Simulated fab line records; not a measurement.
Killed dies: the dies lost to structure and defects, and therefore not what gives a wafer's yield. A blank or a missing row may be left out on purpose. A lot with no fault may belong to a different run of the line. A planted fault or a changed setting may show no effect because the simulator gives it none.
A struck lot beside a sound one -- flow n5 finfet -- 24 steps out of a route of 1938
Sound: wafers L820.2, L820.5, L820.6. Struck: wafer L818.4 (left out: L818.1, a lot-mate that was not struck); the cause follows at the end.
For every step that has rows: the tool of each side, followed by ch and its chambers, followed by its first start. Under that, the readings that differ: sound wafers -- struck wafers -- difference of the means -- sigmas: that difference in standard deviations of wafers without a fault.
alike: a reading whose means differ by less than 2 such deviations, as well as words and numbers matching on both sides. not compared: withheld readings; readings where some wafer has no value; bounds like >300 that might hide an equal value; numbers whose values overlap and for which the record gives no deviation.
Wherever a step has rows on one side only, a row that says differs or no value, or a row with sigmas, the two part there. Numbers that don't overlap but have no deviation are shown without sigmas and don't part them. Lack of a reading on every wafer of one side parts them only where that side has two or more wafers.

first, 9 steps without rows for these wafers: N5_MIM_BOT_LITHO_HARDBAKE_09 (time 120 s); N5_MIM_BOT_LITHO_DESCUM_10 (chemistry O2, time 7.9 s); N5_MIM_BOT_ETCH_ETCH_04 (etches SiNx in CF4/O2, target depth 26 nm, time 13 s); N5_MIM_BOT_ETCH_ETCH_03 (etches the open film in Cl2/BCl3, target depth 12 nm); N5_MIM_BOT_ETCH_ETCH_00 (etches TiN in Cl2/BCl3, target depth 45.5 nm); N5_MIM_BOT_ETCH_STRIP_01 (strips in O2); N5_MIM_BOT_ETCH_STRIP_02 (strips in post etch residue remover, time 1200 s); N5_MIM_BOT_ETCH_CLEAN_05 (cleans in IPA, time 180 s); N5_MIM_BOT_ETCH_SRD_06 (time 30 s).
N5_PASSIVATION_PECVD_55: deposits SiO2 from SiH4/N2O, target thk 400 nm, time 22.5 s.
  sound on pecvd-02 ch 0,2, day 17 01:04; struck on pecvd-03 ch 2, day 17 06:52
reading,sound,struck,difference,sigmas
model.SiO2_of_PASSIVATION_PECVD_55.thk nm (nm),383.6 398 394.4,344.2,-47.8,
  alike: heater power w, showerhead plenum p Torr, throttle valve pct
then, 11 steps without rows for these wafers: N5_PASSIVATION_PECVD_01 (deposits SiNx from SiH4/NH3/N2, target thk 200 nm, time 43.2 s); N5_PASSIVATION_HMDS_03 (time 60 s); N5_PASSIVATION_COAT_04; N5_PASSIVATION_EBR_06; N5_PASSIVATION_SOFTBAKE_05 (time 90 s); N5_PASSIVATION_EXPOSE_07 (exposes mask TV, defocus 0 nm, target cd 3000 nm); N5_PASSIVATION_PEB_08; N5_PASSIVATION_DEVELOP_09 (develop time 60 s); N5_PASSIVATION_HARDBAKE_11 (time 120 s); N5_PASSIVATION_DESCUM_12 (chemistry O2, time 7.9 s); N5_PASSIVATION_PASS_ETCH_74 (etches SiNx in CF4/O2, target depth 220 nm, time 110 s).
N5_PASSIVATION_VIA_ETCH_13: etches SiO2 in CHF3/O2, target depth 660 nm, time 330 s.
  sound on rie diel-05 ch 1,2, day 17 02:10; struck on rie diel-05 ch 1, day 17 08:01
reading,sound,struck,difference,sigmas
etch rf on time s (s),221 231 227,201,-25,-5
  alike: drypump motor current A, oes product au, rf vpp V, showerhead plenum p Torr, throttle valve pct
  not compared: rf hours counter h, model.coat_of_PASSIVATION_COAT_04.thk nm
then, 1 step without rows for these wafers: N5_PASSIVATION_STRIP_14 (strips in O2).
N5_PASSIVATION_PROBE_49:
  record: rows for the struck wafers here (prober-01, day 17 14:23), none for the sound ones

## WHERE THEY PART
At N5_PASSIVATION_VIA_ETCH_13 first; at N5_PASSIVATION_PROBE_49 last (within this record only).

WHY: whatever the simulator had introduced
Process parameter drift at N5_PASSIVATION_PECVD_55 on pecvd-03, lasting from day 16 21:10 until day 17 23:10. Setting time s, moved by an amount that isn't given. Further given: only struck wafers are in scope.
